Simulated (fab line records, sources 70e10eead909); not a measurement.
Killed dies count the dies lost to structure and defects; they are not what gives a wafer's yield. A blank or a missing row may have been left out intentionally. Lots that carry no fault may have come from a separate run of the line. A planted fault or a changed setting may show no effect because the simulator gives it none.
Which tool was responsible? + flow nand_harc + Sampling: 12 lots, 36 wafers, 6 of 1159 route steps

WHAT THE GAUGES READ, wafer by wafer
NHARC_P_ZERO_WELL_CD_MEAS_37: target cd 720 nm. Usual: cd_nm at 719.7 nm, with a standard deviation of 2.5.
| lot  | measured    | on        | cd_nm (nm)        | flag |
|------|-------------|-----------|-------------------|------|
| L816 | day 1 22:02 | cd_sem-01 | 715.1 719.5 719.9 |      |
| L817 | day 2 04:31 | cd_sem-01 | 722.9 722.0 718.7 |      |
| L820 | day 2 22:14 | cd_sem-02 | 720.1 721.7 720.9 |      |
| L822 | day 3 10:07 | cd_sem-03 | 719.1 719.8 716.4 |      |
| L823 | day 3 16:23 | cd_sem-03 | 715.4 716.8 718.6 |      |
| L824 | day 3 22:14 | cd_sem-01 | 715.4 720.9 721.3 |      |
| L825 | day 4 04:05 | cd_sem-03 | 722.2 723.9 722.8 |      |
| L826 | day 4 10:07 | cd_sem-03 | 722.3 723.5 718.7 |      |
| L827 | day 4 16:02 | cd_sem-03 | 720.3 720.4 714.8 |      |
| L828 | day 4 22:11 | cd_sem-01 | 718.7 714.8 714.1 |      |
| L831 | day 5 16:15 | cd_sem-03 | - - -             | OFF  |
| L838 | day 7 09:59 | cd_sem-01 | 720.2 720.5 719.5 |      |

NHARC_P_ZERO_WELL_CD_MEAS_52: target cd 2000 nm. Usual: cd_nm at 2001.6 nm, with a standard deviation of 2.5.
| lot  | measured    | on        | cd_nm (nm)           | flag |
|------|-------------|-----------|----------------------|------|
| L816 | day 1 23:41 | cd_sem-02 | 2002.3 2001.2 2004.4 |      |
| L817 | day 2 06:10 | cd_sem-02 | 2004.7 2000.7 1999.0 |      |
| L820 | day 2 23:55 | cd_sem-03 | 2002.9 2005.6 2003.6 |      |
| L822 | day 3 11:46 | cd_sem-01 | 2005.5 2004.3 2003.5 |      |
| L823 | day 3 18:02 | cd_sem-02 | 2001.4 2000.1 2004.9 |      |
| L824 | day 3 23:44 | cd_sem-01 | 1997.3 2003.1 2000.4 |      |
| L825 | day 4 05:37 | cd_sem-03 | 2004.6 2003.8 2000.9 |      |
| L826 | day 4 11:46 | cd_sem-01 | 1998.5 2001.6 1995.5 |      |
| L827 | day 4 17:35 | cd_sem-03 | 2000.5 2002.3 1999.1 |      |
| L828 | day 4 23:44 | cd_sem-01 | 2003.6 2000.2 2003.7 |      |
| L831 | day 5 17:54 | cd_sem-03 | 2001.7 1998.2 1998.0 |      |
| L838 | day 7 11:30 | cd_sem-02 | 2002.5 2004.6 2000.9 |      |

NHARC_END_SORT_01. Usual: killed_at_array 27, standard deviation 9.9; killed_at_other 0.5, standard deviation 0.76; killed_at_periphery 3.4, standard deviation 2.2; killed_dies 31, standard deviation 10; killed_open 3.3, standard deviation 2; killed_short 2.0, standard deviation 1.5.
| lot  | measured     | on        | killed_at_array | killed_at_other | killed_at_periphery | killed_dies | killed_open | killed_short | flag |
|------|--------------|-----------|-----------------|-----------------|---------------------|-------------|-------------|--------------|------|
| L831 | day 23 03:16 | prober-01 | 28 25 34        | 0 1 0           | 649 651 643         | 677 677 677 | 0 0 3       | 1 0 2        | OFF  |

WHICH TOOL RAN EACH LOT (tool, then ch and the chambers of the sampled wafers, then the start)
| lot  | NHARC_P_ZERO_WELL_DESCUM_26       | NHARC_P_ZERO_WELL_EXPOSE_34      | NHARC_P_GATE_STRIP_101            |
|------|-----------------------------------|----------------------------------|-----------------------------------|
| L816 | rie_diel-05 ch 1,3, day 1 20:40   | krf_scanner-01 ch 0, day 1 21:53 | rie_diel-08 ch 1,2,3, day 5 08:46 |
| L817 | rie_diel-10 ch 2,3, day 2 03:03   | krf_scanner-03 ch 0, day 2 04:22 | rie_diel-11 ch 0,2,3, day 5 10:43 |
| L820 | rie_diel-05 ch 0,3, day 2 20:46   | krf_scanner-04 ch 0, day 2 22:05 | rie_diel-11 ch 1,2,3, day 6 09:01 |
| L822 | rie_diel-05 ch 2,3, day 3 08:31   | krf_scanner-03 ch 0, day 3 09:58 | rie_diel-11 ch 0,3, day 7 02:37   |
| L823 | rie_diel-05 ch 0,1,3, day 3 14:56 | krf_scanner-01 ch 0, day 3 16:14 | rie_diel-11 ch 2,3, day 7 03:21   |
| L824 | rie_diel-10 ch 0,1,2, day 3 20:44 | krf_scanner-03 ch 0, day 3 22:04 | rie_diel-08 ch 1,2,3, day 7 16:37 |
| L825 | rie_diel-12 ch 1,2,3, day 4 02:37 | krf_scanner-01 ch 0, day 4 03:56 | rie_diel-01 ch 0,1,2, day 7 17:17 |
| L826 | rie_diel-05 ch 1,2,3, day 4 08:46 | krf_scanner-01 ch 0, day 4 09:58 | rie_diel-08 ch 0,2,3, day 8 07:25 |
| L827 | rie_diel-05 ch 1,3, day 4 14:31   | krf_scanner-04 ch 0, day 4 15:53 | rie_diel-08 ch 1,3, day 8 08:07   |
| L828 | rie_diel-12 ch 0,1, day 4 20:49   | krf_scanner-04 ch 0, day 4 22:01 | rie_diel-08 ch 0,1,2, day 8 07:35 |
| L831 | rie_diel-10 ch 0,2,3, day 5 14:45 | krf_scanner-03 ch 0, day 5 16:05 | -                                 |
| L838 | rie_diel-12 ch 0,2, day 7 08:38   | krf_scanner-01 ch 0, day 7 09:50 | rie_diel-01 ch 1,3, day 10 17:40  |
- NHARC_P_ZERO_WELL_DESCUM_26: chemistry O2, time 3 s.
- NHARC_P_ZERO_WELL_EXPOSE_34: exposes mask P PWELL, target cd 720 nm.
- NHARC_P_GATE_STRIP_101: strips in O2, time 20 s.

AS READ BY THE TOOLS THEMSELVES (means over the sampled wafers that have a number; for cases with no such wafer, the mark the record gives instead)
NHARC_P_ZERO_WELL_DESCUM_26. Usual: drypump_motor_current_A 5.6 A, standard deviation 0.37; oes_product_au 1.004 a.u., standard deviation 0.014; rf_vpp_V 58.1 V, standard deviation 0.91; showerhead_plenum_p_Torr 1.97 Torr, standard deviation 0.075; throttle_valve_pct 11.311 %, standard deviation 0.0091.
| lot  | tool        | drypump_motor_current_A (A) | oes_product_au (a.u.) | rf_vpp_V (V) | showerhead_plenum_p_Torr (Torr) | throttle_valve_pct (%) | flag |
|------|-------------|-----------------------------|-----------------------|--------------|---------------------------------|------------------------|------|
| L816 | rie_diel-05 | 5.6                         | 1.016                 | 58.6         | 1.96                            | 11.316                 |      |
| L817 | rie_diel-10 | 5.2                         | 1.006                 | 57.7         | 1.93                            | 11.304                 |      |
| L820 | rie_diel-05 | 6.0                         | 1.012                 | 58.0         | 2.04                            | 11.314                 |      |
| L822 | rie_diel-05 | 6.0                         | 1.010                 | 58.3         | 2.02                            | 11.315                 |      |
| L823 | rie_diel-05 | 5.8                         | 1.010                 | 57.8         | 2.01                            | 11.311                 |      |
| L824 | rie_diel-10 | 5.3                         | 0.986                 | 57.5         | 1.96                            | 11.306                 |      |
| L825 | rie_diel-12 | 5.6                         | 1.006                 | 57.8         | 1.88                            | 11.315                 |      |
| L826 | rie_diel-05 | 5.7                         | 1.010                 | 58.1         | 1.98                            | 11.312                 |      |
| L827 | rie_diel-05 | 5.7                         | 1.023                 | 57.8         | 1.96                            | 11.309                 |      |
| L828 | rie_diel-12 | 5.8                         | 1.020                 | 58.4         | 1.96                            | 11.307                 |      |
| L831 | rie_diel-10 | 5.2                         | 0.994                 | 57.4         | 1.95                            | 11.315                 |      |
| L838 | rie_diel-12 | 5.1                         | 1.009                 | 57.9         | 1.98                            | 11.308                 |      |

NHARC_P_GATE_STRIP_101. Usual: drypump_motor_current_A 5.72 A, standard deviation 0.24; oes_product_au 1.000 a.u., standard deviation 0.01; rf_vpp_V 57.7 V, standard deviation 0.97; showerhead_plenum_p_Torr 3.54 Torr, standard deviation 0.14; throttle_valve_pct 17.036 %, standard deviation 0.0095.
| lot  | tool        | drypump_motor_current_A (A) | oes_product_au (a.u.) | rf_vpp_V (V) | showerhead_plenum_p_Torr (Torr) | throttle_valve_pct (%) | flag |
|------|-------------|-----------------------------|-----------------------|--------------|---------------------------------|------------------------|------|
| L816 | rie_diel-08 | 5.76                        | 1.010                 | 57.6         | 3.50                            | 17.033                 |      |
| L817 | rie_diel-11 | 5.64                        | 0.993                 | 56.9         | 3.63                            | 17.035                 |      |
| L820 | rie_diel-11 | 5.75                        | 1.004                 | 57.9         | 3.54                            | 17.032                 |      |
| L822 | rie_diel-11 | 5.57                        | 0.987                 | 57.9         | 3.72                            | 17.026                 |      |
| L823 | rie_diel-11 | 5.68                        | 0.993                 | 57.6         | 3.52                            | 17.037                 |      |
| L824 | rie_diel-08 | 5.77                        | 1.002                 | 58.2         | 3.49                            | 17.044                 |      |
| L825 | rie_diel-01 | 5.68                        | 1.004                 | 57.5         | 3.57                            | 17.035                 |      |
| L826 | rie_diel-08 | 5.64                        | 0.986                 | 57.4         | 3.42                            | 17.038                 |      |
| L827 | rie_diel-08 | 5.94                        | 1.001                 | 57.6         | 3.61                            | 17.046                 |      |
| L828 | rie_diel-08 | 5.62                        | 1.000                 | 57.7         | 3.50                            | 17.045                 |      |
| L838 | rie_diel-01 | 6.01                        | 1.005                 | 56.9         | 3.51                            | 17.030                 |      |

THE ANSWER, worked out from the rows above alone
Rule: a lot is off if the mean of its wafers that have a number lies more than 3 standard deviations from the usual mean. A lot without any number at a reading at which 4 lots or more have one is off too. Where the step has rows for the other lots, those lots are counted as sound. First the gauges in route order, then the tools' own readings, where a lot's mean is used as printed above. At the first step where some lot is off, the reading lying furthest off is the one used; lots without a number count as furthest.
Off at NHARC_P_ZERO_WELL_CD_MEAS_37 (cd_nm): L831. Without a number there: L831.
A tool fits if, at a process step before that reading, it ran every lot that is off, and no sound lot after the first of them. The gauges at NHARC_P_ZERO_WELL_CD_MEAS_37 aren't tried: what is off there is off at NHARC_END_SORT_01 too, on other tools, and a gauge's error can't cause that. This does not decide it: 2 tools fit, namely rie_diel-10 at NHARC_P_ZERO_WELL_DESCUM_26 and krf_scanner-03 at NHARC_P_ZERO_WELL_EXPOSE_34.

WHAT THE SIMULATOR PUT IN
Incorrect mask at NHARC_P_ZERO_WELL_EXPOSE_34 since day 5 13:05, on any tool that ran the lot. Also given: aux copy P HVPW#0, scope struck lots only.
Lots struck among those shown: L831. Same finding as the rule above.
